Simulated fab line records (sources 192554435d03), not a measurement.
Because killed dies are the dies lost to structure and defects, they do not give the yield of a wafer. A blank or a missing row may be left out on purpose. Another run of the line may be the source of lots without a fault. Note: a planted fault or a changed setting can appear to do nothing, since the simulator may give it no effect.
Comparing a struck lot with a sound one | flow n5Finfet | 20 steps out of a route of 1938
Sound: wafers L695.2, L695.5, L695.6. Wafers L688.3, L688.4, L688.5 were the ones struck. The cause comes at the end.
Order at every step that has rows: each side's tool, ch and its chambers, its first start. Under that, the readings that differ: sound wafers | struck wafers | difference of the means | sigmas: that difference in standard deviations of wafers without a fault.
alike: readings with means less than 2 such deviations apart, plus words and numbers identical on both sides. not compared: withheld readings, readings lacking a value on some wafer, bounds such as >300 that could conceal the same value, and numbers that have no deviation in the record and whose values overlap.
Wherever a step has rows on one side only, a row that says differs or no value, or a row with sigmas, the two part there. When numbers do not overlap yet have no deviation, they are printed without sigmas and do not part them. Lack of a reading on every wafer of one side parts them only where that side has two or more wafers.

first, 9 steps without rows for these wafers: N5_BEOL_M0_CUTY_SOFTBAKE_53 (time 60 s); N5_BEOL_M0_CUTY_EXPOSE_54 (exposes mask M0 ABLK); N5_BEOL_M0_CUTY_PEB_55 (peb time 60 s); N5_BEOL_M0_CUTY_DEVELOP_56 (develop time 30 s); N5_BEOL_M0_CUTY_DESCUM_61 (chemistry O2, time 7.9 s); N5_BEOL_M0_CUTY_ETCH_62 (etches SiARC in CF4, time 58.5 s); N5_BEOL_M0_CUTY_ETCH_63 (etches SOC in N2/H2, target depth 82.7 nm, overetch 16.5 nm, time 124 s); N5_BEOL_M0_CUTY_STRIP_64 (strips in N2/H2); N5_BEOL_M0_ETCH_138 (etches SiCN in CH3F/O2, target depth 12 nm, time 31.6 s).
N5_BEOL_M0_HM_OPEN_105: chemistry Cl2/BCl3, target TiN, target depth 12 nm.
  sound on rieMetal-03 ch 0, day 10 21:08; struck on rieMetal-01 ch 0,1, day 9 10:37
  no value came back on the struck wafers for any of 5 readings (bcl3FlowSccm (sccm), biasW (W) and others); on the sound wafers bcl3FlowSccm (sccm) reads 21.76 21.81 21.73
reading                                              | sound       | struck | difference | sigmas
model.SiO2_of_BEOL_M0_SAQP_SPACER2_ALD_26.thkNm (nm) | 2.8 2.6 2.8 | 5 5 5  | +2         | 
  not compared: rfHoursCounterH
then, 3 steps without rows for these wafers: N5_BEOL_M0_STRIP_140 (strips in CF4); N5_BEOL_M0_STRIP_104 (strips in N2/H2); N5_BEOL_M0_WET_ETCH_106 (etches SiO2 in DHF, target depth 130 nm, rinse time 30 s).
N5_BEOL_M0_ETCH_128: etches SiCN in CF4/N2, target depth 12 nm, overetch 5.1 nm, time 21.4 s.
  sound on rieDiel-02 ch 0,1,3, day 10 22:14; struck on rieDiel-05 ch 2,3, day 9 10:54
reading                  | sound          | struck         | difference | sigmas
drypumpMotorCurrentA (A) | 6.5 6.4 5.7    | 5.5 4.8 4.8    | -1.2       | -3
oesProductAu (a.u.)      | 0.54 0.51 0.69 | 0.33 0.26 0.27 | -0.29      | -5
  alike: rfVppV, showerheadPlenumPTorr, throttleValvePct
  not compared: rfHoursCounterH
then, 2 steps without rows for these wafers: N5_BEOL_M0_TRENCH_ETCH_107 (etches SiOC in C4F6/O2, target depth 32.8 nm, time 16.4 s); N5_BEOL_M0_STRIP_142 (strips in N2/H2, time 10 s).
N5_BEOL_M0_OCD_MEAS_108:
  sound on ocd-01 at day 10 22:23; struck on ocd-02 at day 9 11:03
reading            | sound          | struck    | difference | sigmas
trenchDepthNm (nm) | 32.7 32.4 32.4 | 0 0.1 0.1 | -32        | -53
then, 1 step without rows for these wafers: N5_BEOL_M0_HM_STRIP_129 (strips TiN in peroxide tin strip, target depth 17 nm, time 108 s).
N5_BEOL_M4_RC_MEAS_101:
  the record has rows for the sound wafers here (prober-02 ch 0, day 12 22:38) and none for the struck ones
-- a jump in the record: the struck wafers' starts before and after are 7 days apart (it breaks off in module BEOL_M4 and resumes in module PASSIVATION, where the first step shown is number 1936 of the route) --
N5_PASSIVATION_PROBE_49:
  rows exist in the record for the struck wafers here (prober-02, day 16 03:32), but not for the sound ones

## WHERE THEY PART
Earliest at N5_BEOL_M0_HM_OPEN_105; latest, in this record, at N5_PASSIVATION_PROBE_49.

WHY: what the simulator had put in
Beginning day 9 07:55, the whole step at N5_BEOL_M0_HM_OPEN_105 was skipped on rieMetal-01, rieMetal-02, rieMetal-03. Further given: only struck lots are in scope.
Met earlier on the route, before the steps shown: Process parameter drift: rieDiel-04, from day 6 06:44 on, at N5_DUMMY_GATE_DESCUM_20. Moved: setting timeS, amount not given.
